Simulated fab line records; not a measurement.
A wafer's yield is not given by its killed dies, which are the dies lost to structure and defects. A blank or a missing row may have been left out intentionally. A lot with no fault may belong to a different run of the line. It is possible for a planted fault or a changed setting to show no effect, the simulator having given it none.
A struck lot beside a sound one :: flow nandHarc :: 15 out of 1302 route steps
Sound: wafers L697.1, L697.2, L697.6. Struck: wafer L704.4. (L704.2, L704.6 of the same lot were not struck and are left out.) The cause comes at the end.
For every step that has rows: the tool of each side, followed by ch and its chambers, followed by its first start. Under that, the readings that differ: sound wafers :: struck wafers :: difference of the means :: sigmas: that difference in standard deviations of wafers without a fault.
alike: a reading whose means differ by less than 2 such deviations, as well as words and numbers matching on both sides. not compared: withheld readings; readings where some wafer has no value; bounds like >300 that might hide an equal value; numbers whose values overlap and for which the record gives no deviation.
Wherever a step has rows on one side only, a row that says differs or no value, or a row with sigmas, the two part there. Non-overlapping numbers with no deviation appear without sigmas and do not part them. A reading missing from all wafers of one side parts the sides only when that side holds two or more wafers.

first, 4 steps without rows for these wafers: NHARC_P_M1_EBR_05; NHARC_P_M1_EXPOSE_06 (exposes mask P M1, target cd 130 nm); NHARC_P_M1_PEB_07 (peb time 65 s); NHARC_P_M1_DEVELOP_08 (develop time 35 s).
NHARC_P_M1_CD_MEAS_09: target cd 130 nm.
  sound on cdSem-01 ch 0, day 8 05:49; struck on cdSem-03 ch 0, day 11 08:49
  alike: cdNm
NHARC_P_M1_OVL_MEAS_10: pitch 260 nm.
  sound on overlay-02 at day 8 05:55; struck on overlay-02 at day 11 08:55
  alike: overlayXNm, overlayYNm
NHARC_P_M1_INSPECT_11:
  sound on defectInspect-02 at day 8 05:57; struck on defectInspect-01 at day 11 08:57
  alike: rawDefectCount
NHARC_P_M1_DESCUM_14: chemistry O2, time 3 s.
  sound on rieDiel-05 ch 2,3, day 8 06:02; struck on rieDiel-01 ch 0, day 11 09:01
reading: drypumpMotorCurrentA (A)
sound: 6.3 6.0 6.3
struck: 5.1
difference: -1.1
sigmas: -3
  alike: oesProductAu, rfVppV, showerheadPlenumPTorr, throttleValvePct
  not compared: rfHoursCounterH
NHARC_P_M1_ETCH_35: etches the open film in N2/H2, target depth 40 nm, overetch 12 nm, time 43.94 s.
  sound on rieDiel-05 ch 0,2,3, day 8 06:08; struck on rieDiel-01 ch 3, day 11 09:06
  alike: drypumpMotorCurrentA, oesProductAu, rfVppV, showerheadPlenumPTorr, throttleValvePct
  not compared: rfHoursCounterH
NHARC_P_M1_ETCH_15: etches the open film in C4F8/Ar, target depth 182.5 nm, time 91.2 s.
  sound on rieDiel-05 ch 0,1,3; struck on rieDiel-01 ch 0
  alike: oesProductAu, rfVppV
  not compared: rfHoursCounterH
NHARC_P_M1_CD_MEAS_16:
  sound on cdSem-03 at day 8 06:20; struck on cdSem-01 at day 11 09:19
  alike: cdNm
NHARC_P_M1_STRIP_18: strips in N2/H2.
  sound on rieDiel-01 ch 0,1,3, day 8 06:26; struck on rieDiel-05 ch 2, day 11 09:23
reading: drypumpMotorCurrentA (A)
sound: 5.3 5.1 6.0
struck: 6.4
difference: +0.9
sigmas: +2

reading: rfVppV (V)
sound: 92.2 90.7 91.1
struck: 89.4
difference: -1.9
sigmas: -2
  alike: oesProductAu, showerheadPlenumPTorr, throttleValvePct
  not compared: rfHoursCounterH
NHARC_P_M1_ETCH_28: etches the open film in CF4/N2, target depth 30 nm, time 72.99 s.
  sound on rieDiel-01 ch 2,3, day 8 06:40; struck on rieDiel-05 ch 3, day 11 09:39
reading: overEtchFrac
sound: 0.3 0.3 0.3
struck: 0.27316
difference: -0.02684
sigmas: 
  alike: cf4FlowSccm, drypumpMotorCurrentA, oesProductAu, rfVppV, showerheadPlenumPTorr, throttleValvePct
  not compared: rfHoursCounterH
then, 1 step without rows for these wafers: NHARC_P_M1_STRIP_19 (strips in post etch residue remover, time 600 s).
-- break in the record here, with 18 days between the starts of the struck wafers on either side (left off in module P_M1, picked up again in module END, where the first step shown is number 1302 on the route) --
NHARC_END_SORT_01:
  sound on prober-01 ch 0, day 26 07:58; struck on prober-02 ch 0, day 29 20:20
reading: defectLimitedYield (%)
sound: 93 91 93
struck: 85
difference: -7
sigmas: -2

reading: killedAtArray
sound: 42 59 43
struck: 97
difference: +49
sigmas: +2

reading: killedDies
sound: 49 60 47
struck: 99
difference: +47
sigmas: +2
  alike: killedAtOther, killedAtPeriphery, killedOpen, killedShort

## WHERE THEY PART
First at NHARC_P_M1_DESCUM_14; last, within this record, at NHARC_END_SORT_01.

WHY: what the simulator had put in
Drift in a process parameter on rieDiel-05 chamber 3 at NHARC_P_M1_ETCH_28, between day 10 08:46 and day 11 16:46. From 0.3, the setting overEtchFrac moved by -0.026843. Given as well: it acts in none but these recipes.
